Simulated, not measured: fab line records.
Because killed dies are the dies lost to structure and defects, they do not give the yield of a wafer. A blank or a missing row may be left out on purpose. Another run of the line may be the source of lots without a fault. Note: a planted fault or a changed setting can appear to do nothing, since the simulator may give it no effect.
Matching of chambers | flow nandHarc | NHARC_A_STAIRCASE_DESCUM_270 on rieDiel-04: 4 sister chambers
The step chemistry O2, time 3 s. 4 wafers are shown with their chamber, then 7 later ones without.

== WAFERS, EACH WITH ITS CHAMBER ==
wafer  | chamber | drypumpMotorCurrentA (A)
L087.1 | 3       | 6.2
L090.3 | 1       | 5.9
L092.1 | 2       | 5.1
L092.3 | 0       | 5.7

== WAFERS MISSING THEIR CHAMBER ==
wafer  | drypumpMotorCurrentA (A)
L092.6 | 5.8
L095.2 | 5.6
L095.3 | 6.2
L095.4 | 5.1
L097.1 | 5.9
L097.5 | 5.1
L097.6 | 5.8

== THE CHAMBER EACH PASSED THROUGH ==
wafer  | from the rows above     | in truth
L092.6 | can't be placed: 0 or 1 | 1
L095.2 | 0                       | 0
L095.3 | 3                       | 3
L095.4 | 2                       | 2
L097.1 | 1                       | 1
L097.5 | 2                       | 2
L097.6 | can't be placed: 0 or 1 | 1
Placed correctly: 5 of 7. These rows do not allow placing 2 (true chamber among the candidates in 2). Wrongly placed: 0.
How it was worked out, from the rows above alone: a wafer's distance from a chamber is the root of the sum, over the readings, of the square of ((its reading less the chamber's mean) divided by the reading's scatter). The wafer belongs to the nearest chamber; if the next one is less than 2 further off, it can't be placed. Each chamber's mean is taken over the wafers shown for it. The scatter: root of mean squared gap, hidden wafer to nearest shown wafer, with one shown wafer a chamber.
